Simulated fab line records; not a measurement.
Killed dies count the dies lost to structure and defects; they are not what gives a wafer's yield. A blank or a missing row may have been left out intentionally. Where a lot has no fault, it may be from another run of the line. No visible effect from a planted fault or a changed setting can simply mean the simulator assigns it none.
Which tool is to blame? / flow nand harc / Sampling: 12 lots, 35 wafers, 5 of 1159 route steps

## WHAT THE GAUGES READ, wafer by wafer
NHARC_A_BONDPAD_OVL_MEAS_35. Usual: overlay x nm 0 nm, standard deviation 5.6; overlay y nm 0 nm, standard deviation 4.6.
lot=L148; measured=day 18 03:38; on=overlay-01; overlay x nm (nm)=-4 -4 -4; overlay y nm (nm)=3 3 3; flag=
lot=L149; measured=day 18 10:50; on=overlay-01; overlay x nm (nm)=0 1 1; overlay y nm (nm)=-4 -4 -4; flag=
lot=L150; measured=day 18 15:14; on=overlay-02; overlay x nm (nm)=7 7 7; overlay y nm (nm)=-4 -5 -4; flag=
lot=L153; measured=day 18 15:31; on=overlay-01; overlay x nm (nm)=6 6 6; overlay y nm (nm)=-2 -3 -2; flag=
lot=L154; measured=day 19 11:49; on=overlay-02; overlay x nm (nm)=-4 -4 -4; overlay y nm (nm)=0 -1 -1; flag=
lot=L152; measured=day 19 12:49; on=overlay-02; overlay x nm (nm)=-9 -9 -9; overlay y nm (nm)=3 3 3; flag=
lot=L158; measured=day 20 11:42; on=overlay-02; overlay x nm (nm)=5 5; overlay y nm (nm)=1 1; flag=
lot=L167; measured=day 22 21:22; on=overlay-01; overlay x nm (nm)=2 2 2; overlay y nm (nm)=-1 -1 0; flag=
lot=L168; measured=day 23 01:42; on=overlay-01; overlay x nm (nm)=5 4 5; overlay y nm (nm)=7 7 7; flag=
lot=L169; measured=day 23 12:01; on=overlay-02; overlay x nm (nm)=10 11 9; overlay y nm (nm)=-1 -1 -1; flag=
lot=L170; measured=day 23 16:34; on=overlay-02; overlay x nm (nm)=-4 -4 -4; overlay y nm (nm)=8 8 8; flag=
lot=L171; measured=day 24 00:52; on=overlay-01; overlay x nm (nm)=-6 -5 -5; overlay y nm (nm)=-1 -1 -2; flag=

NHARC_END_SORT_01. Usual: defect limited yield 95.2 %, standard deviation 1.6; killed at array 29, standard deviation 10; killed at other 0.7, standard deviation 1.1; killed at periphery 3.2, standard deviation 2.2; killed dies 33, standard deviation 11; killed open 3.5, standard deviation 1.8; killed short 2.0, standard deviation 1.4; sort_bin_2_pct 1.5 %, standard deviation 0.61; sort_bin_3_pct 0.29 %, standard deviation 0.22; sort_bin_4_pct 3.1 %, standard deviation 1.1; sort n pass 644, standard deviation 11; sort rim yield pct 95 %, standard deviation 3.3; sort yield pct 95.2 %, standard deviation 1.6.
lot=L154; measured=day 21 18:05; on=prober-01; defect limited yield (%)=95.4 94.4 0; killed at array=24 35 672; killed at other=3 2 1; killed at periphery=4 1 4; killed dies=31 38 677; killed open=5 2 6; killed short=0 4 4; sort_bin_2_pct (%)=1.9 1.6 96.6; sort_bin_3_pct (%)=0.15 0.44 0.15; sort_bin_4_pct (%)=2.5 3.5 3.2; sort n pass=646 639 0; sort rim yield pct (%)=89 94 0; sort yield pct (%)=95.4 94.4 0; flag=OFF
lot=L158; measured=day 22 01:56; on=prober-01; defect limited yield (%)=96.0 0; killed at array=26 675; killed at other=1 1; killed at periphery=0 1; killed dies=27 677; killed open=3 2; killed short=1 3; sort_bin_2_pct (%)=1.2 96.3; sort_bin_3_pct (%)=0 0; sort_bin_4_pct (%)=2.8 3.7; sort n pass=650 0; sort rim yield pct (%)=96 0; sort yield pct (%)=96.0 0; flag=OFF

## WHAT TOOL EACH LOT RAN ON (gives the tool, then ch and the chambers of the sampled wafers, and finally the start)
lot=L148; NHARC_A_M1_PRE_CLEAN_30=pvd sputter-02, day 18 03:38 or earlier; NHARC_A_BONDPAD_ETCH_12=rie diel-13 ch 0,1,2, day 18 03:56; NHARC_A_BONDPAD_ANNEAL_28=rtp anneal-01 ch 0, day 18 05:31
lot=L149; NHARC_A_M1_PRE_CLEAN_30=pvd sputter-01, day 18 10:50 or earlier; NHARC_A_BONDPAD_ETCH_12=rie diel-11 ch 0,1,3, day 18 11:09; NHARC_A_BONDPAD_ANNEAL_28=rtp anneal-01 ch 0, day 18 12:49
lot=L150; NHARC_A_M1_PRE_CLEAN_30=pvd sputter-02, day 18 15:14 or earlier; NHARC_A_BONDPAD_ETCH_12=rie diel-01 ch 1,2, day 18 15:32; NHARC_A_BONDPAD_ANNEAL_28=rtp anneal-01 ch 0, day 18 17:02
lot=L153; NHARC_A_M1_PRE_CLEAN_30=pvd sputter-01, day 18 15:31 or earlier; NHARC_A_BONDPAD_ETCH_12=rie diel-11 ch 0,2,3, day 18 15:55; NHARC_A_BONDPAD_ANNEAL_28=rtp anneal-02 ch 0, day 18 17:25
lot=L154; NHARC_A_M1_PRE_CLEAN_30=pvd sputter-02, day 19 11:49 or earlier; NHARC_A_BONDPAD_ETCH_12=rie diel-11 ch 0,3, day 19 12:07; NHARC_A_BONDPAD_ANNEAL_28=rtp anneal-01 ch 0, day 19 13:37
lot=L152; NHARC_A_M1_PRE_CLEAN_30=pvd sputter-03, day 19 12:49 or earlier; NHARC_A_BONDPAD_ETCH_12=rie diel-01 ch 0,1,3, day 19 13:07; NHARC_A_BONDPAD_ANNEAL_28=rtp anneal-01 ch 0, day 19 14:38
lot=L158; NHARC_A_M1_PRE_CLEAN_30=pvd sputter-01, day 20 11:42 or earlier; NHARC_A_BONDPAD_ETCH_12=rie diel-11 ch 2,3, day 20 12:02; NHARC_A_BONDPAD_ANNEAL_28=rtp anneal-02 ch 0, day 20 13:31
lot=L167; NHARC_A_M1_PRE_CLEAN_30=pvd sputter-01, day 22 21:22 or earlier; NHARC_A_BONDPAD_ETCH_12=rie diel-01 ch 0,3, day 22 21:41; NHARC_A_BONDPAD_ANNEAL_28=rtp anneal-02 ch 0, day 22 23:29
lot=L168; NHARC_A_M1_PRE_CLEAN_30=pvd sputter-03, day 23 01:42 or earlier; NHARC_A_BONDPAD_ETCH_12=rie diel-11 ch 0,1, day 23 02:01; NHARC_A_BONDPAD_ANNEAL_28=rtp anneal-02 ch 0, day 23 03:50
lot=L169; NHARC_A_M1_PRE_CLEAN_30=pvd sputter-01, day 23 12:01 or earlier; NHARC_A_BONDPAD_ETCH_12=rie diel-11 ch 0,2,3, day 23 12:20; NHARC_A_BONDPAD_ANNEAL_28=rtp anneal-02 ch 0, day 23 13:49
lot=L170; NHARC_A_M1_PRE_CLEAN_30=pvd sputter-03, day 23 16:34 or earlier; NHARC_A_BONDPAD_ETCH_12=rie diel-13 ch 1,2,3, day 23 17:00; NHARC_A_BONDPAD_ANNEAL_28=rtp anneal-01 ch 0, day 23 18:38
lot=L171; NHARC_A_M1_PRE_CLEAN_30=pvd sputter-03, day 24 00:52 or earlier; NHARC_A_BONDPAD_ETCH_12=rie diel-11 ch 0,1,3, day 24 01:11; NHARC_A_BONDPAD_ANNEAL_28=rtp anneal-01 ch 0, day 24 02:41
- NHARC_A_M1_PRE_CLEAN_30: time 30 s.
- NHARC_A_BONDPAD_ETCH_12: etches the open film in CHF3/O2, target depth 220 nm, time 110 s.
- NHARC_A_BONDPAD_ANNEAL_28: time 90 s.

## WHAT THE TOOLS THEMSELVES READ (means of the sampled wafers that have a number; where no wafer has one, the mark that the record gives instead)
NHARC_A_M1_PRE_CLEAN_30. Usual: 404 W for heater power w, sd 56.
lot=L148; tool=pvd sputter-02; heater power w (W)=377; flag=
lot=L149; tool=pvd sputter-01; heater power w (W)=408; flag=
lot=L150; tool=pvd sputter-02; heater power w (W)=344; flag=
lot=L153; tool=pvd sputter-01; heater power w (W)=420; flag=
lot=L154; tool=pvd sputter-02; heater power w (W)=383; flag=
lot=L152; tool=pvd sputter-03; heater power w (W)=400; flag=
lot=L158; tool=pvd sputter-01; heater power w (W)=386; flag=
lot=L167; tool=pvd sputter-01; heater power w (W)=414; flag=
lot=L168; tool=pvd sputter-03; heater power w (W)=347; flag=
lot=L169; tool=pvd sputter-01; heater power w (W)=419; flag=
lot=L170; tool=pvd sputter-03; heater power w (W)=415; flag=
lot=L171; tool=pvd sputter-03; heater power w (W)=415; flag=

NHARC_A_BONDPAD_ETCH_12. Usual: value, then standard deviation, for each; drypump motor current A 5.7 A / 0.38; oes product au 0.955 a.u. / 0.023; rf fwd power W 496.7 W / 1.8; rf vpp V 369.7 V / 2.7; run length s 131.3 s / 0.43; showerhead plenum p Torr 2.36 Torr / 0.12; throttle valve pct 20.573 % / 0.0093.
lot=L148; tool=rie diel-13; drypump motor current A (A)=5.5; oes product au (a.u.)=0.924; rf fwd power W (W)=498.7; rf vpp V (V)=368.5; run length s (s)=131.8; showerhead plenum p Torr (Torr)=2.29; throttle valve pct (%)=20.577; flag=
lot=L149; tool=rie diel-11; drypump motor current A (A)=5.7; oes product au (a.u.)=0.967; rf fwd power W (W)=495.9; rf vpp V (V)=371.4; run length s (s)=131.2; showerhead plenum p Torr (Torr)=2.41; throttle valve pct (%)=20.578; flag=
lot=L150; tool=rie diel-01; drypump motor current A (A)=5.4; oes product au (a.u.)=0.924; rf fwd power W (W)=497.9; rf vpp V (V)=368.5; run length s (s)=131.1; showerhead plenum p Torr (Torr)=2.32; throttle valve pct (%)=20.568; flag=
lot=L153; tool=rie diel-11; drypump motor current A (A)=5.8; oes product au (a.u.)=0.951; rf fwd power W (W)=495.1; rf vpp V (V)=369.1; run length s (s)=131.5; showerhead plenum p Torr (Torr)=2.36; throttle valve pct (%)=20.570; flag=
lot=L154; tool=rie diel-11; drypump motor current A (A)=5.9; oes product au (a.u.)=0.980; rf fwd power W (W)=497.4; rf vpp V (V)=371.9; run length s (s)=120.4; showerhead plenum p Torr (Torr)=2.45; throttle valve pct (%)=20.573; flag=OFF
lot=L152; tool=rie diel-01; drypump motor current A (A)=5.7; oes product au (a.u.)=0.923; rf fwd power W (W)=496.4; rf vpp V (V)=368.5; run length s (s)=131.1; showerhead plenum p Torr (Torr)=2.27; throttle valve pct (%)=20.565; flag=
lot=L158; tool=rie diel-11; drypump motor current A (A)=5.8; oes product au (a.u.)=0.968; rf fwd power W (W)=494.5; rf vpp V (V)=370.5; run length s (s)=115.0; showerhead plenum p Torr (Torr)=2.42; throttle valve pct (%)=20.576; flag=OFF
lot=L167; tool=rie diel-01; drypump motor current A (A)=5.8; oes product au (a.u.)=0.924; rf fwd power W (W)=497.7; rf vpp V (V)=371.1; run length s (s)=131.0; showerhead plenum p Torr (Torr)=2.42; throttle valve pct (%)=20.575; flag=
lot=L168; tool=rie diel-11; drypump motor current A (A)=5.5; oes product au (a.u.)=0.969; rf fwd power W (W)=496.7; rf vpp V (V)=370.0; run length s (s)=131.4; showerhead plenum p Torr (Torr)=2.36; throttle valve pct (%)=20.572; flag=
lot=L169; tool=rie diel-11; drypump motor current A (A)=5.8; oes product au (a.u.)=0.968; rf fwd power W (W)=496.2; rf vpp V (V)=369.1; run length s (s)=131.4; showerhead plenum p Torr (Torr)=2.36; throttle valve pct (%)=20.570; flag=
lot=L170; tool=rie diel-13; drypump motor current A (A)=5.8; oes product au (a.u.)=0.927; rf fwd power W (W)=497.5; rf vpp V (V)=369.6; run length s (s)=131.6; showerhead plenum p Torr (Torr)=2.34; throttle valve pct (%)=20.579; flag=
lot=L171; tool=rie diel-11; drypump motor current A (A)=5.7; oes product au (a.u.)=0.966; rf fwd power W (W)=497.7; rf vpp V (V)=370.4; run length s (s)=131.3; showerhead plenum p Torr (Torr)=2.41; throttle valve pct (%)=20.570; flag=

NHARC_A_BONDPAD_ANNEAL_28. Usual: 225.94 for wafer_temp_C_max, sd 0.25.
lot=L148; tool=rtp anneal-01; wafer_temp_C_max=225.86; flag=
lot=L149; tool=rtp anneal-01; wafer_temp_C_max=226.01; flag=
lot=L150; tool=rtp anneal-01; wafer_temp_C_max=225.89; flag=
lot=L153; tool=rtp anneal-02; wafer_temp_C_max=226.13; flag=
lot=L154; tool=rtp anneal-01; wafer_temp_C_max=225.73; flag=
lot=L152; tool=rtp anneal-01; wafer_temp_C_max=225.79; flag=
lot=L158; tool=rtp anneal-02; wafer_temp_C_max=225.90; flag=
lot=L167; tool=rtp anneal-02; wafer_temp_C_max=226.26; flag=
lot=L168; tool=rtp anneal-02; wafer_temp_C_max=225.92; flag=
lot=L169; tool=rtp anneal-02; wafer_temp_C_max=226.22; flag=
lot=L170; tool=rtp anneal-01; wafer_temp_C_max=225.86; flag=
lot=L171; tool=rtp anneal-01; wafer_temp_C_max=225.82; flag=

## THE ANSWER, worked out from the rows above alone
Rule: lot off if the mean of its wafers having a number is beyond 3 standard deviations from the usual mean. A lot without any number at a reading at which 4 lots or more have one is off too. The other lots that the step has rows for count as sound. First the gauges in route order, then the tools' own readings, where a lot's mean is used as printed above. The first step at which some lot is off is used, and at that step the reading that is off furthest; a lot without a number counts as furthest.
Off at NHARC_END_SORT_01 (sort_bin_2_pct): L154, L158. Neither off nor sound, because the step has no rows for them: L148, L149, L150, L153, L152, L167, L168, L169, L170, L171.
If a tool, at a process step before that reading, ran all the lots that are off and no sound lot after the first of them, it fits. The gauges at NHARC_END_SORT_01 aren't tried: what is off there is off at NHARC_A_BONDPAD_ETCH_12 too, on other tools, and a gauge's error can't cause that. With no start given for some of its lots, NHARC_A_M1_PRE_CLEAN_30 uses the hours and lot order of NHARC_A_BONDPAD_OVL_MEAS_35. One fits: NHARC_A_BONDPAD_ETCH_12 on rie diel-11. It ran no sound lot before its first lot that is off in this sample, so the start can't be narrowed down.

## WHAT HAD BEEN PUT IN BY THE SIMULATOR
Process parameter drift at NHARC_A_BONDPAD_ETCH_12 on rie diel-11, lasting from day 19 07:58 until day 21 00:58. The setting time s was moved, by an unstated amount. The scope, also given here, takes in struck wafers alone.
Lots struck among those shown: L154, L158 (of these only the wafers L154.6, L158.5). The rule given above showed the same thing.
